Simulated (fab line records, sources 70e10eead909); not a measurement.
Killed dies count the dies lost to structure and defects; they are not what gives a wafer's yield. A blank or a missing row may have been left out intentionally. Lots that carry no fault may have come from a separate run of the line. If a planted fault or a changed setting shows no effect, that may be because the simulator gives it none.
Matching of chambers / flow nand harc / NHARC_A_BLC_ALD_23 on ald metal-04: 4 sister chambers
The step deposits TiN, target thk 3 nm, pulse time 1 s, ald cycles 150. 18 wafers are shown with their chamber, then 9 later ones without.

## WAFERS WITH THEIR CHAMBER
wafer=L077.4; chamber=2; heater power w (W)=1269; heater power outer w (W)=803; precursor pulse height rel=1.005
wafer=L077.5; chamber=0; heater power w (W)=1168; heater power outer w (W)=778; precursor pulse height rel=0.987
wafer=L077.6; chamber=1; heater power w (W)=982; heater power outer w (W)=615; precursor pulse height rel=1.035
wafer=L080.3; chamber=1; heater power w (W)=964; heater power outer w (W)=603; precursor pulse height rel=0.976
wafer=L080.4; chamber=2; heater power w (W)=1191; heater power outer w (W)=748; precursor pulse height rel=0.985
wafer=L080.6; chamber=1; heater power w (W)=914; heater power outer w (W)=617; precursor pulse height rel=1.029
wafer=L082.1; chamber=1; heater power w (W)=926; heater power outer w (W)=633; precursor pulse height rel=0.997
wafer=L082.5; chamber=3; heater power w (W)=988; heater power outer w (W)=617; precursor pulse height rel=0.991
wafer=L082.6; chamber=0; heater power w (W)=1040; heater power outer w (W)=677; precursor pulse height rel=0.975
wafer=L090.1; chamber=0; heater power w (W)=1058; heater power outer w (W)=680; precursor pulse height rel=0.975
wafer=L090.2; chamber=3; heater power w (W)=1039; heater power outer w (W)=602; precursor pulse height rel=0.987
wafer=L090.5; chamber=3; heater power w (W)=995; heater power outer w (W)=606; precursor pulse height rel=0.994
wafer=L088.2; chamber=1; heater power w (W)=942; heater power outer w (W)=625; precursor pulse height rel=1.013
wafer=L088.4; chamber=2; heater power w (W)=1223; heater power outer w (W)=728; precursor pulse height rel=1.018
wafer=L088.5; chamber=1; heater power w (W)=961; heater power outer w (W)=612; precursor pulse height rel=0.988
wafer=L091.3; chamber=0; heater power w (W)=1052; heater power outer w (W)=700; precursor pulse height rel=0.976
wafer=L091.4; chamber=3; heater power w (W)=998; heater power outer w (W)=611; precursor pulse height rel=1.021
wafer=L091.5; chamber=1; heater power w (W)=948; heater power outer w (W)=630; precursor pulse height rel=1.028

SIGNATURES (means of the wafers above)
reading=heater power w; chamber 0=1079.50; chamber 1=948.14; chamber 2=1227.67; chamber 3=1005.00; scatter within a chamber=36.4
reading=heater power outer w; chamber 0=708.75; chamber 1=619.29; chamber 2=759.67; chamber 3=609.00; scatter within a chamber=27.4
reading=precursor pulse height rel; chamber 0=0.97825; chamber 1=1.00943; chamber 2=1.00267; chamber 3=0.99825; scatter within a chamber=0.0179
Rule: distance of a wafer from a chamber = root of the sum over the readings of ((wafer's reading minus chamber's mean) / reading's scatter) squared. If the next closest chamber is less than 2 further off than the closest, the wafer can't be placed; otherwise it belongs to the closest. The scatter is the square root of a quotient: the sum, over the shown wafers, of each reading's squared deviation from its chamber's mean, divided by wafers minus chambers.

## WAFERS WITHOUT THEIR CHAMBER
wafer=L093.3; heater power w (W)=1227; heater power outer w (W)=743; precursor pulse height rel=0.973
wafer=L093.5; heater power w (W)=953; heater power outer w (W)=601; precursor pulse height rel=0.995
wafer=L093.6; heater power w (W)=1221; heater power outer w (W)=726; precursor pulse height rel=1.003
wafer=L095.3; heater power w (W)=948; heater power outer w (W)=633; precursor pulse height rel=0.990
wafer=L095.4; heater power w (W)=1060; heater power outer w (W)=696; precursor pulse height rel=0.993
wafer=L095.6; heater power w (W)=997; heater power outer w (W)=601; precursor pulse height rel=1.020
wafer=L097.3; heater power w (W)=1245; heater power outer w (W)=740; precursor pulse height rel=1.046
wafer=L097.5; heater power w (W)=1009; heater power outer w (W)=613; precursor pulse height rel=1.004
wafer=L097.6; heater power w (W)=1060; heater power outer w (W)=688; precursor pulse height rel=1.032

## CHAMBER TAKEN BY EACH
wafer=L093.3; from the rows above=2; in truth=2
wafer=L093.5; from the rows above=can't be placed: 1 or 3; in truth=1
wafer=L093.6; from the rows above=2; in truth=2
wafer=L095.3; from the rows above=can't be placed: 1 or 3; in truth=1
wafer=L095.4; from the rows above=0; in truth=0
wafer=L095.6; from the rows above=can't be placed: 3 or 1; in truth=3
wafer=L097.3; from the rows above=2; in truth=2
wafer=L097.5; from the rows above=can't be placed: 3 or 1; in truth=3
wafer=L097.6; from the rows above=can't be placed: 0 or 3 or 1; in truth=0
4 of 9 placed correctly. Can't be placed from these rows: 5 (the true chamber is among the candidates in 5). 0 placed wrongly.
